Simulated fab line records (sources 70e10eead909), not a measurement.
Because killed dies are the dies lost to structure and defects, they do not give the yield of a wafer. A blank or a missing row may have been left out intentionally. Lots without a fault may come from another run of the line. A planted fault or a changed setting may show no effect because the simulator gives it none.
Tool commonality check -- flow nand harc -- 9 wafers sampled across 3 lots

WHY IT WAS OPENED
On 3 of the 3 lots, a flag is raised at NHARC_END_SORT_01 on the reading killed dies. Fault-free wafers read 32, with a standard deviation of 9.
Rule: a lot is flagged in two cases, either no wafer of it has a number, or all its wafers with numbers fall more than 4 standard deviations from that mean. As for the other lots, they are considered sound.

lot,measured,on,"killed dies, wafer by wafer",flag
L407,day 23 09:14,prober-01,161 177 147,FLAGGED
L408,day 24 03:49,prober-01,159 201 120,FLAGGED
L406,day 24 05:20,prober-02,110 105 105,FLAGGED
The mean of the flagged lots' numbers is 143, +111 from the usual (+12 standard deviations).

WHICH TOOL EACH LOT WENT THROUGH
Before the reading, the record contains 3 process steps out of a 1159-step route. Read each cell as the tool, then ch plus the chambers that the sampled wafers visited, then the start.
lot,flag,NHARC_A_CONTACT_STRIP_55,NHARC_HYBRID_BOND_ACTIVATE_00,NHARC_THIN_TSV_PVD_19
L407,FLAGGED,"rie diel-12 ch 0,2,3, day 20 03:53","rie diel-11 ch 1,2,3, day 22 02:35","pvd sputter-03, day 23 09:14 or earlier"
L408,FLAGGED,"rie diel-12 ch 0,1,2, day 21 00:20","rie diel-11 ch 0,1,3, day 22 17:04","pvd sputter-03, day 24 03:49 or earlier"
L406,FLAGGED,"rie diel-12 ch 0,2,3, day 20 20:58","rie diel-13 ch 0,2,3, day 22 13:25","pvd sputter-01, day 24 05:20 or earlier"
These steps, and what they do:
- NHARC_A_CONTACT_STRIP_55: strips in O2.
- NHARC_HYBRID_BOND_ACTIVATE_00: chemistry N2, time 60 s.
- NHARC_THIN_TSV_PVD_19: deposits TaN, target thk 20 nm.
- NHARC_END_SORT_01

FLAGGED OVER TOTAL, TOOL BY TOOL (the gauges that took the reading come last)
step,tool,lots run,flagged,share of the flagged lots,sound lots run after its first flagged lot
NHARC_A_CONTACT_STRIP_55,rie diel-12,3,3,all,0
NHARC_HYBRID_BOND_ACTIVATE_00,rie diel-11,2,2,some,0
NHARC_HYBRID_BOND_ACTIVATE_00,rie diel-13,1,1,some,0
NHARC_THIN_TSV_PVD_19,pvd sputter-01,1,1,some,0
NHARC_THIN_TSV_PVD_19,pvd sputter-03,2,2,some,0
NHARC_END_SORT_01,prober-01,2,2,some,0
NHARC_END_SORT_01,prober-02,1,1,some,0
Because NHARC_THIN_TSV_PVD_19 lacks a start for some lots, the hours and order of its lots are taken from NHARC_END_SORT_01.

WHAT IS ALLOWED BY THE TABLE
All flagged lots share 1 row of the table, namely rie diel-12 at NHARC_A_CONTACT_STRIP_55.
- rie diel-12 at NHARC_A_CONTACT_STRIP_55: 3 of its 3 lots flagged. No sound lot ran on it before its first flagged lot in this sample; the start therefore can't be narrowed down.
Just one tool remains: rie diel-12 at NHARC_A_CONTACT_STRIP_55.

WHAT HAD BEEN PUT IN BY THE SIMULATOR
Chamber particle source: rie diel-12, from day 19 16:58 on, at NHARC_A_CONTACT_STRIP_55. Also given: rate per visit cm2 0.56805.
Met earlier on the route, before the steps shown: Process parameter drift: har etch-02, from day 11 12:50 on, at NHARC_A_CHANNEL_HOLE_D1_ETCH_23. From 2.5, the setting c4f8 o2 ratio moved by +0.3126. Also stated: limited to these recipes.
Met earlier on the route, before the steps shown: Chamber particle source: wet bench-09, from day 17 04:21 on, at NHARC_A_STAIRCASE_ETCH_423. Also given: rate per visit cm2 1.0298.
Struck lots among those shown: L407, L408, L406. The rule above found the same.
